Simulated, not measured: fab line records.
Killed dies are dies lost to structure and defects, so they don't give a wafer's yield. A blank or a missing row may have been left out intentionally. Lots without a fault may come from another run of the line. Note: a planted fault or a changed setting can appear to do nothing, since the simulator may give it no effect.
One fault seen from 3 desks || flow n5Finfet || each desk has only its own numbers; what lay behind them comes last

DESK OF THE TOOL OWNER: cmp-04
The tool's own readings at N5_BEOL_M4_CMP_52 (polishes, stops on SiOC, t overpolish 6.8 s, target thk 40 nm): means of the sampled wafers that have a number, for each lot that ran on this tool. A lot is out of limits, marked OUT, if its mean lies more than 4 standard deviations from the usual mean; the brackets give that distance.
Columns: A = barrierFieldEndpointS at N5_BEOL_M4_CMP_52, usual 24.6 s; B = edgeZonePressureFrac at N5_BEOL_M4_CMP_52, usual 1.000; C = motorCurrentA at N5_BEOL_M4_CMP_52, usual 5.8 A; D = overpolishRunS at N5_BEOL_M4_CMP_52, usual 6.801 s; E = retainingRingPressureFrac at N5_BEOL_M4_CMP_52, usual 1.000; F = timeToEndpointS at N5_BEOL_M4_CMP_52, usual 62 s
{"lot": "L170", "first seen here": "day 8 11:02", "A": 25.3, "B": 0.996, "C": 5.8, "D": 6.799, "E": 0.996, "F": 64}
{"lot": "L172", "first seen here": "day 8 16:47", "A": 24.5, "B": 1.005, "C": 5.9, "D": 6.798, "E": 0.995, "F": 58}
{"lot": "L178", "first seen here": "day 10 06:55", "A": 24.4, "B": 0.995, "C": 5.9, "D": 6.797, "E": 1.001, "F": 62}
{"lot": "L181", "first seen here": "day 11 01:41", "A": "35.5 (+17) OUT", "B": 0.999, "C": 5.6, "D": "2.295 (-99 or more) OUT", "E": 1.003, "F": 74}
This desk finds L181 out of limits, L181 being first, at day 11 01:41 (barrierFieldEndpointS at N5_BEOL_M4_CMP_52). In limits: L170, L172, L178.

FROM THE METROLOGY DESK
Lot by lot, what the gauges showed, no matter which tool ran the lot: averages of those sampled wafers that carry a number. A lot is out of limits, marked OUT, if its mean lies more than 4 standard deviations from the usual mean; the brackets give that distance. 7 of its 11 readings are shown: the first one out of limits and those lying furthest out on some lot.
Columns: A = M4_THK at N5_BEOL_M4_THK_MEAS_53, usual 40.1 nm; B = DIBL_N at N5_BEOL_M4_RC_MEAS_101, usual 36.6 mV/V; C = IOFF_N at N5_BEOL_M4_RC_MEAS_101, usual 0.16 nA/um; D = ION_N at N5_BEOL_M4_RC_MEAS_101, usual 671 uA/um; E = SS_P at N5_BEOL_M4_RC_MEAS_101, usual 73.3 mV/dec; F = VT_N at N5_BEOL_M4_RC_MEAS_101, usual 250 mV; G = VT_P at N5_BEOL_M4_RC_MEAS_101, usual -250 mV
{"lot": "L168", "first seen here": "day 7 18:11", "A": 40.3, "B": 37.7, "C": 0.16, "D": 666, "E": 73.5, "F": 251, "G": -256}
{"lot": "L170", "first seen here": "day 8 11:15", "A": 39.5, "B": 36.9, "C": 0.20, "D": 673, "E": 74.4, "F": 246, "G": -250}
{"lot": "L172", "first seen here": "day 8 17:02", "A": 39.4, "B": 35.9, "C": 0.15, "D": 664, "E": 72.9, "F": 251, "G": -251}
{"lot": "L176", "first seen here": "day 9 16:31", "A": 38.8, "B": 35.9, "C": 0.16, "D": 673, "E": 73.2, "F": 249, "G": -250}
{"lot": "L175", "first seen here": "day 9 20:13", "A": 41.7, "B": 39.1, "C": 0.19, "D": 669, "E": 73.6, "F": 247, "G": -247}
{"lot": "L178", "first seen here": "day 10 07:13", "A": 40.4, "B": 35.1, "C": 0.16, "D": 676, "E": 72.9, "F": 250, "G": -248}
{"lot": "L181", "first seen here": "day 11 01:55", "A": "111.7 (+48) OUT", "B": 40.5, "C": 0.23, "D": 696, "E": 74.7, "F": 244, "G": -249}
{"lot": "L191", "first seen here": "day 13 11:39", "A": 39.2, "B": 36.2, "C": 0.16, "D": 678, "E": 73.6, "F": 249, "G": -246}
This desk's finding: out of limits on L181; first on L181, day 11 01:55 (M4_THK at N5_BEOL_M4_THK_MEAS_53). In limits: L168, L170, L172, L176, L175, L178, L191.

THE DEFECT DESK
Counts from the inspections along the route, per lot, as means over the sampled wafers that have a number. A lot is out of limits, marked OUT, if its mean lies more than 4 standard deviations from the usual mean; the brackets give that distance.
Columns: A = rawDefectCount at N5_BEOL_M4_INSPECT_59, usual 75
{"lot": "L168", "first seen here": "day 7 18:28", "A": 75}
{"lot": "L170", "first seen here": "day 8 11:32", "A": 72}
{"lot": "L172", "first seen here": "day 8 17:22", "A": 63}
{"lot": "L176", "first seen here": "day 9 16:56", "A": 110}
{"lot": "L175", "first seen here": "day 9 20:32", "A": 56}
{"lot": "L178", "first seen here": "day 10 07:29", "A": 84}
{"lot": "L181", "first seen here": "day 11 02:14", "A": "3292 (+99 or more) OUT"}
{"lot": "L191", "first seen here": "day 13 11:56", "A": 78}
This desk finds L181 out of limits, L181 being first, at day 11 02:14 (rawDefectCount at N5_BEOL_M4_INSPECT_59). In limits: L168, L170, L172, L176, L175, L178, L191.

ALL TOGETHER
The tool owner's desk could have raised an alarm at day 11 01:41, on L181.
On L181, the metrology desk was in a position to raise an alarm at day 11 01:55.
The defect desk could have raised an alarm at day 11 02:14, on L181.
N5_BEOL_M4_CMP_52 was run on cmp-04 by each of the lots named.

WHAT THE SIMULATOR PUT IN
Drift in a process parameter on cmp-04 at N5_BEOL_M4_CMP_52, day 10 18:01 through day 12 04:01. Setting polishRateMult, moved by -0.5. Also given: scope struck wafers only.
Struck lots among those shown: L181.
Hours from the fault's start to each desk's first reading out of limits: the tool owner's desk, 8; the metrology desk, 8; the defect desk, 8.
